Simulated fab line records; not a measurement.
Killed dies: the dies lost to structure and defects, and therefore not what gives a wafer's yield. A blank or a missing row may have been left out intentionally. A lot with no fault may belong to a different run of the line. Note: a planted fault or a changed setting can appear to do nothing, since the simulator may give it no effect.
What tool caused it? | flow nandHarc | 12 lots with 36 wafers sampled at 4 steps, on a route of 1302 steps

== WHAT THE GAUGES READ, wafer by wafer ==
Not one reading of a measure or inspect step in the record can be checked against a usual standard deviation.

== EACH LOT AND THE TOOL THAT RAN IT (in order: tool; ch and the chambers of the sampled wafers; start) ==
lot  | NHARC_A_SLIT_DEP_25             | NHARC_A_SLIT_DESCUM_14            | NHARC_A_WL_FILL_ALD_00          | NHARC_A_WL_FILL_ETCHBACK_05
L853 | pecvd-03 ch 0,2, day 19 05:37   | rieDiel-05 ch 0,2,3, day 19 11:49 | aldHk-01 ch 0,1, day 20 00:47   | rieMetal-03 ch 0,1, day 20 02:51
L854 | pecvd-02 ch 1,2, day 19 22:02   | rieDiel-05 ch 0,1,2, day 20 03:05 | aldHk-02 ch 0,2,3, day 20 16:04 | rieMetal-03 ch 0,1, day 20 17:35
L857 | pecvd-04 ch 0,1,2, day 20 23:07 | rieDiel-08 ch 0,1,2, day 21 04:52 | aldHk-01 ch 1,2,3, day 21 22:06 | rieMetal-02 ch 0,1, day 21 23:40
L856 | pecvd-03 ch 0,1,2, day 20 23:11 | rieDiel-05 ch 0,1, day 21 04:26   | aldHk-02 ch 0,1, day 21 17:24   | rieMetal-01 ch 0,1, day 21 18:55
L858 | pecvd-04 ch 0,1,2, day 21 16:56 | rieDiel-05 ch 0,1,3, day 21 23:10 | aldHk-01 ch 1,2,3, day 22 16:04 | rieMetal-01 ch 1, day 22 17:41
L861 | pecvd-03 ch 0,1,2, day 22 21:59 | rieDiel-05 ch 0,1,2, day 23 04:01 | aldHk-01 ch 0,1,3, day 23 16:36 | rieMetal-01 ch 0,1, day 23 19:01
L863 | pecvd-03 ch 1,2, day 23 19:04   | rieDiel-05 ch 0,1,2, day 24 00:10 | aldHk-01 ch 1,2,3, day 24 16:33 | rieMetal-02 ch 0,1, day 24 18:05
L870 | pecvd-03 ch 0,1,2, day 27 01:33 | rieDiel-05 ch 0,1,2, day 27 06:30 | aldHk-01 ch 0,1,2, day 27 19:31 | rieMetal-03 ch 0,1, day 27 21:12
L871 | pecvd-04 ch 0,1, day 27 01:43   | rieDiel-08 ch 0,2,3, day 27 06:51 | aldHk-02 ch 1,2,3, day 27 19:28 | rieMetal-01 ch 0,1, day 27 21:00
L873 | pecvd-02 ch 0,1,2, day 27 18:54 | rieDiel-05 ch 2,3, day 28 00:39   | aldHk-02 ch 2,3, day 28 13:07   | rieMetal-03 ch 0,1, day 28 14:52
L874 | pecvd-04 ch 0,1,2, day 28 04:05 | rieDiel-05 ch 0,1,3, day 28 08:55 | aldHk-01 ch 1,2,3, day 28 23:05 | rieMetal-03 ch 0,1, day 29 00:43
L875 | pecvd-02 ch 1, day 28 15:31     | rieDiel-05 ch 1,2,3, day 29 02:31 | aldHk-01 ch 1,2, day 29 14:35   | rieMetal-01 ch 0,1, day 29 16:07
- NHARC_A_SLIT_DEP_25: deposits SiO2, target thk 200 nm.
- NHARC_A_SLIT_DESCUM_14: chemistry O2, time 3 s.
- NHARC_A_WL_FILL_ALD_00: deposits Al2O3, target thk 3 nm, pulse time 3 s, ald cycles 30.
- NHARC_A_WL_FILL_ETCHBACK_05: etches the open film in Cl2/BCl3, target depth 22 nm, time 60 s.

== WHAT THE TOOLS THEMSELVES READ (means of the sampled wafers that have a number; where no wafer has one, the mark that the record gives instead) ==
NHARC_A_SLIT_DEP_25. Usual: heaterPowerW 540 W, standard deviation 100; throttleValvePct 15.9 %, standard deviation 0.6.
lot  | tool     | heaterPowerW (W) | throttleValvePct (%) | flag
L853 | pecvd-03 | 659              | 16.1                 | 
L854 | pecvd-02 | 507              | 15.4                 | 
L857 | pecvd-04 | 440              | 15.4                 | 
L856 | pecvd-03 | 661              | 16.4                 | 
L858 | pecvd-04 | 466              | 15.6                 | 
L861 | pecvd-03 | 641              | 16.5                 | 
L863 | pecvd-03 | 624              | 16.5                 | 
L870 | pecvd-03 | 635              | 16.5                 | 
L871 | pecvd-04 | 449              | 15.5                 | 
L873 | pecvd-02 | 542              | 15.6                 | 
L874 | pecvd-04 | 459              | 15.5                 | 
L875 | pecvd-02 | 548              | 15.1                 | 

NHARC_A_SLIT_DESCUM_14. Usual: drypumpMotorCurrentA 5.7 A, standard deviation 0.46; oesProductAu 1.001 a.u., standard deviation 0.016; rfVppV 57.7 V, standard deviation 0.75; showerheadPlenumPTorr 1.90 Torr, standard deviation 0.053; throttleValvePct 11.312 %, standard deviation 0.0091.
lot  | tool       | drypumpMotorCurrentA (A) | oesProductAu (a.u.) | rfVppV (V) | showerheadPlenumPTorr (Torr) | throttleValvePct (%) | flag
L853 | rieDiel-05 | 5.5                      | 1.000               | 57.3       | 1.87                         | 11.315               | 
L854 | rieDiel-05 | 5.9                      | 1.006               | 57.3       | 1.88                         | 11.316               | 
L857 | rieDiel-08 | 5.7                      | 0.994               | 57.9       | 1.89                         | 11.314               | 
L856 | rieDiel-05 | 6.0                      | 1.021               | 57.3       | 1.89                         | 11.317               | 
L858 | rieDiel-05 | 5.7                      | 1.008               | 57.6       | 1.88                         | 11.310               | 
L861 | rieDiel-05 | 5.9                      | 1.014               | 57.5       | 1.88                         | 11.307               | 
L863 | rieDiel-05 | 5.8                      | 1.012               | 57.9       | 1.88                         | 11.313               | 
L870 | rieDiel-05 | 5.8                      | 0.998               | 58.1       | 1.87                         | 11.304               | 
L871 | rieDiel-08 | 5.8                      | 0.993               | 57.7       | 1.89                         | 11.313               | 
L873 | rieDiel-05 | 5.5                      | 1.011               | 57.9       | 1.88                         | 11.312               | 
L874 | rieDiel-05 | 5.8                      | 0.988               | 57.9       | 1.88                         | 11.318               | 
L875 | rieDiel-05 | 5.8                      | 1.010               | 58.3       | 1.90                         | 11.315               | 

NHARC_A_WL_FILL_ALD_00. Usual: heaterPowerW 484 W, standard deviation 57; precursorPulseHeightRel 0.999, standard deviation 0.018.
lot  | tool     | heaterPowerW (W) | precursorPulseHeightRel | flag
L853 | aldHk-01 | 506              | 1.001                   | 
L854 | aldHk-02 | 441              | 0.988                   | 
L857 | aldHk-01 | 538              | 1.015                   | 
L856 | aldHk-02 | 435              | 1.016                   | 
L858 | aldHk-01 | 539              | 1.006                   | 
L861 | aldHk-01 | 500              | 0.992                   | 
L863 | aldHk-01 | 530              | 0.987                   | 
L870 | aldHk-01 | 545              | 0.996                   | 
L871 | aldHk-02 | 443              | 1.002                   | 
L873 | aldHk-02 | 430              | 0.977                   | 
L874 | aldHk-01 | 531              | 0.994                   | 
L875 | aldHk-01 | 576              | 0.988                   | 

NHARC_A_WL_FILL_ETCHBACK_05. Usual: drypumpMotorCurrentA 6.0 A, standard deviation 0.61; oesProductAu 1.002 a.u., standard deviation 0.011.
lot  | tool        | drypumpMotorCurrentA (A) | oesProductAu (a.u.) | flag
L853 | rieMetal-03 | 5.4                      | 0.990               | 
L854 | rieMetal-03 | 5.5                      | 1.004               | 
L857 | rieMetal-02 | 6.3                      | 1.002               | 
L856 | rieMetal-01 | 6.6                      | 0.998               | 
L858 | rieMetal-01 | 6.2                      | 1.005               | 
L861 | rieMetal-01 | 6.5                      | 0.998               | 
L863 | rieMetal-02 | 6.3                      | 1.016               | 
L870 | rieMetal-03 | 5.4                      | 0.993               | 
L871 | rieMetal-01 | 6.4                      | 0.993               | 
L873 | rieMetal-03 | 5.2                      | 1.016               | 
L874 | rieMetal-03 | 5.4                      | 1.010               | 
L875 | rieMetal-01 | 6.6                      | 1.003               | 

== THE ANSWER, worked out from the rows above alone ==
Rule: a lot is off if the mean of its wafers that have a number lies more than 3 standard deviations from the usual mean. Also off: a lot with no number at a reading for which 4 or more lots have one. Where the step has rows for the other lots, those lots are counted as sound. After the gauges, taken in route order, come the tools' own readings; for these a lot's mean is taken, as printed above. At the first step where some lot is off, the reading lying furthest off is the one used; lots without a number count as furthest.
No lot is off at any reading shown: from this, nothing can be told.

== WHAT THE SIMULATOR HAD PUT IN ==
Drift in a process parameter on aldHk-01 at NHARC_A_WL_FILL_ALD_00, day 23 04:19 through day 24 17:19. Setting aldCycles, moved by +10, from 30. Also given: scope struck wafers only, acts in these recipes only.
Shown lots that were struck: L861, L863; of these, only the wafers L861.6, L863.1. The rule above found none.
